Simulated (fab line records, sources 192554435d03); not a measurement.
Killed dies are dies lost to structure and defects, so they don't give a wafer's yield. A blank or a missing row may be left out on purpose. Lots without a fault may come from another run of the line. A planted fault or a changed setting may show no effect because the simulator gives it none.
Chamber matching | flow n5_finfet | N5_BEOL_M5_PECVD_70 on pecvd-04: 3 sister chambers
The step deposits SiO2 from TEOS/O2, target thk 16 nm, time 18 s. 18 wafers are shown with their chamber, then 9 later ones without.

WAFERS WITH THEIR CHAMBER
wafer  | chamber | throttle_valve_pct (%) | showerhead_plenum_p_Torr (Torr) | heater_power_w (W)
L075.1 | 0       | 22.7                   | 8.69                            | 835
L075.2 | 1       | 25.3                   | 8.86                            | 900
L075.6 | 0       | 22.6                   | 8.70                            | 856
L080.2 | 2       | 22.3                   | 8.88                            | 629
L080.4 | 0       | 22.5                   | 8.71                            | 783
L080.5 | 1       | 25.0                   | 8.86                            | 957
L083.2 | 1       | 24.9                   | 8.87                            | 914
L083.3 | 0       | 22.5                   | 8.71                            | 863
L083.6 | 1       | 25.2                   | 8.87                            | 908
L087.1 | 0       | 22.5                   | 8.74                            | 906
L087.2 | 1       | 25.0                   | 8.87                            | 901
L087.5 | 2       | 22.6                   | 8.87                            | 715
L086.2 | 0       | 22.6                   | 8.73                            | 848
L086.4 | 2       | 22.4                   | 8.89                            | 629
L086.5 | 0       | 22.7                   | 8.72                            | 826
L076.3 | 1       | 25.1                   | 8.87                            | 955
L076.4 | 2       | 22.4                   | 8.91                            | 692
L076.6 | 1       | 25.3                   | 8.86                            | 957

SIGNATURES (means of the wafers above)
reading                  | chamber 0 | chamber 1 | chamber 2 | scatter within a chamber
throttle_valve_pct       | 22.586    | 25.114    | 22.425    | 0.128
showerhead_plenum_p_Torr | 8.7143    | 8.8657    | 8.8875    | 0.0137
heater_power_w           | 845.29    | 927.43    | 666.25    | 35.4
Rule: a wafer's distance from a chamber is the root of the sum, over the readings, of the square of ((its reading less the chamber's mean) divided by the reading's scatter). The wafer belongs to the nearest chamber; if the next one is less than 2 further off, it can't be placed. The scatter: the root of (the sum of the squares of (reading less its chamber's mean) over the shown wafers, divided by (wafers less chambers)).

WAFERS WITHOUT THEIR CHAMBER
wafer  | throttle_valve_pct (%) | showerhead_plenum_p_Torr (Torr) | heater_power_w (W)
L088.2 | 22.3                   | 8.70                            | 904
L088.3 | 22.4                   | 8.70                            | 910
L088.6 | 25.1                   | 8.87                            | 957
L092.1 | 25.1                   | 8.84                            | 937
L092.2 | 22.7                   | 8.71                            | 926
L092.4 | 25.1                   | 8.86                            | 953
L095.2 | 22.4                   | 8.71                            | 902
L095.5 | 25.2                   | 8.84                            | 861
L095.6 | 22.6                   | 8.70                            | 879

WHICH CHAMBER EACH WENT THROUGH
wafer  | from the rows above | in truth
L088.2 | 0                   | 0
L088.3 | 0                   | 0
L088.6 | 1                   | 1
L092.1 | 1                   | 1
L092.2 | 0                   | 0
L092.4 | 1                   | 1
L095.2 | 0                   | 0
L095.5 | 1                   | 1
L095.6 | 0                   | 0
Placed correctly: 9 of 9. Can't be placed from these rows: 0. Placed wrongly: 0.
